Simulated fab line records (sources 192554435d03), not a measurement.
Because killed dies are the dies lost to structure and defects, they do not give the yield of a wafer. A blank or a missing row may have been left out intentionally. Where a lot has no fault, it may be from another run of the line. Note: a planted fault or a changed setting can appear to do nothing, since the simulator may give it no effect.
Split-lot trial ; flow n5-finfet ; on a route of 1938 steps: 7 lots, 21 wafers read

SPLIT DETAILS
At N5_BEOL_M4_COAT_67 (time 60 s, resist thk 60 nm), the setting spin-rpm was moved away from the recipe's 1500 rpm on 4 of the 21 wafers read, by -3.1% to +10.2%. For the rest of the wafers, this setting stayed at what the recipe calls for.

FROM THE SPLIT TO THE READING: what the file shows between them, 11 steps
- N5_BEOL_M4_COAT_68: time 60 s, resist thk 12 nm (also split here: spin-rpm)
- N5_BEOL_M4_COAT_76: time 60 s, resist thk 5 nm
- N5_BEOL_M4_COAT_22: resist thk 30 nm
- N5_BEOL_M4_DESCUM_33: chemistry O2, time 7 s
- N5_BEOL_M4_ETCH_77: etches underlayer in N2/H2, target depth 6.5 nm, time 5.2 s
- N5_BEOL_M4_ETCH_69: etches SiARC in CF4, target depth 15.6 nm, time 26 s
- N5_BEOL_M4_ALD_98: deposits SiO2, target thk 2.5 nm, pulse time 1 s, co reactant pulse time 1 s
- N5_BEOL_M4_ETCHBACK_99: etches SiO2 in CHF3, target depth 5 nm, time 10.4 s
- N5_BEOL_M4_ETCH_70: etches SOC in N2/H2, target depth 80 nm, overetch 24 nm, time 130 s
- N5_BEOL_M4_STRIP_71: strips in N2/H2
- N5_BEOL_M4_STRIP_78: strips in N2/H2

THE READING
SOC_of_BEOL_M4_COAT_67.thk-nm (the simulator's own value, which no gauge read), in nm, at N5_BEOL_M4_VIA_ETCH_34 (etches the open film in C4F6/O2, target depth 69.4 nm, time 65.9 s). The file gives no usual value for it. Average 51.9 nm, standard deviation 0.21 nm, over the 17 wafers here run with the recipe.

wafer;tool, chamber at the split;spin-rpm as run, rpm;against the recipe;SOC_of_BEOL_M4_COAT_67.thk-nm, nm;against lot-mates on the recipe
L080.1;litho-track-05, 0;1500;recipe;52.4;-
L080.2;litho-track-05, 0;1500;recipe;52;-
L080.3;litho-track-05, 0;1566;+4.4%;50.6;-1.6
L081.2;litho-track-04, 0;1500;recipe;51.8;-
L081.6;litho-track-04, 0;1500;recipe;51.8;-
L081.5;litho-track-04, 0;1500;recipe;52.4;-
L083.4;litho-track-04, 0;1500;recipe;52;-
L083.5;litho-track-04, 0;1500;recipe;52;-
L083.6;litho-track-04, 0;1453;-3.1%;53.4;+1.4
L084.1;litho-track-04, 0;1500;recipe;52;-
L084.4;litho-track-04, 0;1500;recipe;51.8;-
L084.6;litho-track-04, 0;1653;+10.2%;49.6;-2.3
L086.1;litho-track-05, 0;1500;recipe;51.8;-
L086.5;litho-track-05, 0;1500;recipe;51.8;-
L086.3;litho-track-05, 0;1500;recipe;51.6;-
L093.2;litho-track-03, 0;1565;+4.3%;51.2;-0.7
L093.3;litho-track-03, 0;1500;recipe;52;-
L093.5;litho-track-03, 0;1500;recipe;51.8;-
L095.3;litho-track-04, 0;1500;recipe;51.8;-
L095.4;litho-track-04, 0;1500;recipe;51.8;-
L095.6;litho-track-04, 0;1500;recipe;51.8;-

THE FIT
A straight line over all 21 wafers: SOC_of_BEOL_M4_COAT_67.thk-nm changes by -0.25 nm for each +1% of spin-rpm; r = -0.93; the points scatter about the line by 0.27 nm.
The same after taking each lot's own level away (the mean of its wafers on the recipe; 21 wafers): -0.253 nm for each +1%; r = -0.94; scatter 0.25 nm.
That fit puts the effect of the largest move of spin-rpm on the reading at 2.6 nm.
Across the lots, their own levels run from 51.73 to 52.20 nm, a range of 2.3 times the standard deviation given above.
So the lot-to-lot level changes the slope little: the two slopes agree.
Check: with one of the wafers moved furthest among these (+10.2%) left out of the fit, the line predicts -3.08 nm for it against its lot-mates. It came out at -2.3 nm against them.

FURTHER SPLITS ON THESE WAFERS
These wafers also went through other splits before the reading. Each is held against what the fit with the lots' levels taken away leaves over:
other split on the same wafers;wafers away from the commonest value;r with SOC_of_BEOL_M4_COAT_67.thk-nm (lot level and that fit taken away)
N5_BEOL_M3_VIA_ETCH_34 time-s;7;-0.20
N5_BEOL_M3_ETCH_41 target-depth-a;7;+0.10
N5_BEOL_M4_COAT_68 spin-rpm;7;-0.08

THE WHOLE CHAIN: every reading that the file lists as answering this split, in the file's order
step;what it does;reading;change (the file's fit);r (the file's)
N5_BEOL_M4_COAT_67;time 60 s, resist thk 60 nm;SOC_of_BEOL_M4_COAT_67.thk-nm (the simulator's own value, which no gauge read);-0.273 nm for each +1% of the setting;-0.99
N5_BEOL_M4_ETCH_70;etches SOC in N2/H2, target depth 80 nm, overetch 24 nm, time 130 s;etch.depth-nm (the simulator's own value, which no gauge read);-0.284 nm for each +1% of the setting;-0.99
N5_BEOL_M4_VIA_ETCH_34;etches the open film in C4F6/O2, target depth 69.4 nm, time 65.9 s;SOC_of_BEOL_M4_COAT_67.thk-nm (the simulator's own value, which no gauge read);-0.249 nm for each +1% of the setting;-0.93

THE FILE'S OWN FIT
SOC_of_BEOL_M4_COAT_67.thk-nm changes by -0.249 nm for each +1% of spin-rpm, r = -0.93.
